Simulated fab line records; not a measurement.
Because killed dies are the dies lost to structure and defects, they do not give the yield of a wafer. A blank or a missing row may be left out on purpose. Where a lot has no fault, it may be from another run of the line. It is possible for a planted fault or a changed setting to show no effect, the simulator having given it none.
Which tool is to blame?    flow nand_harc    18 wafers from 6 lots sampled at 5 of the route's 1302 steps

WHAT THE GAUGES READ, wafer by wafer
NHARC_END_SORT_01.
lot   measured      on         defect_limited_yield (%)
L170  day 25 01:04  prober-02  89.7 93.8 91.7
L180  day 29 02:09  prober-02  90.1 91.3 88.3
L184  day 30 12:41  prober-01  94.4 93.4 92.0
L185  day 31 14:28  prober-02  92.0 93.9 93.8
L189  day 33 03:11  prober-02  88.9 89.8 89.4
L190  day 33 11:36  prober-01  91.3 92.3 91.0

EACH LOT AND THE TOOL THAT RAN IT (in order: tool; ch and the chambers of the sampled wafers; start)
lot   NHARC_P_M0_PVD_20                        NHARC_P_M0_ANNEAL_30              NHARC_P_M0_DEP_32                NHARC_P_M1_SOFTBAKE_04
L170  pvd_sputter-02, day 6 15:02 or earlier   rtp_anneal-02 ch 0, day 6 15:02   pecvd-04 ch 0,1, day 6 15:58     litho_track-01 ch 0, day 6 16:00
L180  pvd_sputter-02, day 10 19:47 or earlier  rtp_anneal-02 ch 0, day 10 19:47  pecvd-03 ch 0,2, day 10 20:42    litho_track-04 ch 0, day 10 21:00
L184  pvd_sputter-01, day 12 04:44 or earlier  rtp_anneal-02 ch 0, day 12 04:44  pecvd-03 ch 0,1,2, day 12 05:42  litho_track-06 ch 0, day 12 06:00
L185  pvd_sputter-01, day 13 05:41 or earlier  rtp_anneal-02 ch 0, day 13 05:41  pecvd-02 ch 0,1,2, day 13 06:46  litho_track-04 ch 0, day 13 07:00
L189  pvd_sputter-01, day 14 19:53 or earlier  rtp_anneal-01 ch 0, day 14 19:53  pecvd-03 ch 0,1,2, day 14 20:50  litho_track-06 ch 0, day 14 21:00
L190  pvd_sputter-02, day 15 04:10 or earlier  rtp_anneal-02 ch 0, day 15 04:10  pecvd-02 ch 0,1, day 15 05:08    litho_track-06 ch 0, day 15 05:00
- NHARC_P_M0_PVD_20: deposits TaN, target thk 5 nm, time 8.06 s.
- NHARC_P_M0_ANNEAL_30: time 90 s.
- NHARC_P_M0_DEP_32: deposits SiCN, target thk 30 nm.
- NHARC_P_M1_SOFTBAKE_04: time 55 s.

THE ANSWER, worked out from the rows above alone
Rule: the lots themselves supply what counts as usual. The widest of any qualifying gaps counts: lots, ordered by their means at a reading, are off when they make up no more than a third of the lots, leave a main group of 4 or more, and stand apart from it by 3 or more times the standard deviation of that group's means. A main group is skipped when, at the precision printed for the reading in the tables above, its means are all equal. Also off: a lot with no number at a reading for which 4 or more lots have one. The other lots that the step has rows for count as sound.
None of the lots is off at any reading shown; this tells nothing.

WHAT THE SIMULATOR HAD INSERTED
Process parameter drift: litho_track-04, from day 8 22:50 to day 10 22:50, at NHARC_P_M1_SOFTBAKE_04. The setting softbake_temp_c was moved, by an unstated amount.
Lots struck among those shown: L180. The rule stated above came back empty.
